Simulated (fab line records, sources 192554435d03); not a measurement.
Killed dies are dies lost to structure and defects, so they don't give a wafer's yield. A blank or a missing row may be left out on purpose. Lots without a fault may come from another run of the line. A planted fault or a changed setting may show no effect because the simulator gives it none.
Chamber matching | flow n5_finfet | N5_GATE_CUT_STRIP_42 on rie_diel-01: 4 sister chambers
The step strips in O2. 8 wafers are shown with their chamber, then 8 later ones without.

WAFERS WITH THEIR CHAMBER
wafer  | chamber | drypump_motor_current_A (A) | throttle_valve_pct (%)
L074.3 | 0       | 6.3                         | 16.71
L078.3 | 0       | 6.3                         | 16.72
L079.5 | 1       | 5.4                         | 16.38
L079.6 | 2       | 5.9                         | 16.77
L083.1 | 1       | 5.5                         | 16.40
L083.2 | 3       | 6.2                         | 16.66
L083.4 | 3       | 6.2                         | 16.68
L085.1 | 2       | 5.9                         | 16.78

WAFERS WITHOUT THEIR CHAMBER
wafer  | drypump_motor_current_A (A) | throttle_valve_pct (%)
L085.3 | 6.2                         | 16.69
L085.4 | 6.2                         | 16.68
L092.1 | 5.5                         | 16.45
L092.4 | 6.4                         | 16.27
L092.5 | 6.2                         | 16.72
L097.2 | 5.9                         | 16.85
L097.3 | 5.4                         | 16.45
L097.4 | 6.2                         | 16.73

WHICH CHAMBER EACH WENT THROUGH
wafer  | from the rows above     | in truth
L085.3 | can't be placed: 3 or 0 | 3
L085.4 | 3                       | 3
L092.1 | 1                       | 1
L092.4 | 1                       | 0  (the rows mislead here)
L092.5 | can't be placed: 0 or 3 | 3
L097.2 | 2                       | 2
L097.3 | 1                       | 1
L097.4 | 0                       | 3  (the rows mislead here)
Placed correctly: 4 of 8. Can't be placed from these rows: 2 (the true chamber is among the candidates in 2). Placed wrongly: 2.
How it was worked out, from the rows above alone: a wafer's distance from a chamber is the root of the sum, over the readings, of the square of ((its reading less the chamber's mean) divided by the reading's scatter). The wafer belongs to the nearest chamber; if the next one is less than 2 further off, it can't be placed. A chamber's mean is the mean of its shown wafers. The scatter: the root of (the sum of the squares of (reading less its chamber's mean) over the shown wafers, divided by (wafers less chambers)).
